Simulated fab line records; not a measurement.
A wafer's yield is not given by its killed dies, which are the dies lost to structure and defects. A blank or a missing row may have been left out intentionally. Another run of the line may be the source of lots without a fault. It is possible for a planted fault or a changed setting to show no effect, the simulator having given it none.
Chamber matching | flow nandHarc | NHARC_A_CHANNEL_FILL_D2_ALD_16 on aldHk-03: 4 sister chambers
The step deposits SiO2, target thk 1.5 nm, pulse time 10 s, ald cycles 15. 14 wafers are shown with their chamber, then 7 later ones without.

## WAFERS WITH THEIR CHAMBER
wafer  | chamber | heaterPowerW (W) | precursorPulseHeightRel
L080.1 | 0       | 465              | 1.014
L080.4 | 3       | 469              | 0.980
L080.6 | 3       | 452              | 0.997
L086.2 | 1       | 485              | 0.977
L086.3 | 3       | 463              | 0.971
L086.6 | 2       | 467              | 0.983
L086.1 | 0       | 458              | 0.992
L086.4 | 2       | 463              | 1.002
L086.5 | 1       | 474              | 0.997
L088.1 | 1       | 477              | 1.019
L088.4 | 0       | 459              | 1.024
L088.5 | 2       | 455              | 1.002
L094.1 | 1       | 480              | 1.011
L094.2 | 3       | 463              | 1.037

SIGNATURES (averages over the wafers above)
reading                 | chamber 0 | chamber 1 | chamber 2 | chamber 3 | scatter within a chamber
heaterPowerW            | 460.67    | 479.00    | 461.67    | 461.75    | 5.66
precursorPulseHeightRel | 1.01000   | 1.00100   | 0.99567   | 0.99625   | 0.0209
Rule: a wafer lies at a distance from a chamber equal to the root of the sum of squares, over the readings, of (its reading less the chamber's mean, divided by the reading's scatter). The wafer belongs to the nearest chamber; if the next one is less than 2 further off, it can't be placed. The scatter: the root of (the sum of the squares of (reading less its chamber's mean) over the shown wafers, divided by (wafers less chambers)).

## WAFERS WHOSE CHAMBER IS MISSING
wafer  | heaterPowerW (W) | precursorPulseHeightRel
L094.4 | 471              | 0.945
L095.2 | 468              | 0.978
L095.3 | 471              | 0.988
L095.6 | 444              | 0.995
L096.2 | 475              | 0.981
L096.4 | 471              | 0.985
L096.5 | 469              | 0.988

## WHICH CHAMBER EACH WENT THROUGH
wafer  | from the rows above               | in truth
L094.4 | can't be placed: 2 or 3 or 1 or 0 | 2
L095.2 | can't be placed: 2 or 3 or 0 or 1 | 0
L095.3 | can't be placed: 1 or 3 or 2 or 0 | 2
L095.6 | can't be placed: 0 or 2 or 3      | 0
L096.2 | can't be placed: 1 or 3 or 2 or 0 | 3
L096.4 | can't be placed: 1 or 3 or 2 or 0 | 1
L096.5 | can't be placed: 3 or 2 or 0 or 1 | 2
Correctly placed: 0 of 7. From these rows, 7 cannot be placed; in 7 the true chamber is one of the candidates. 0 placed wrongly.
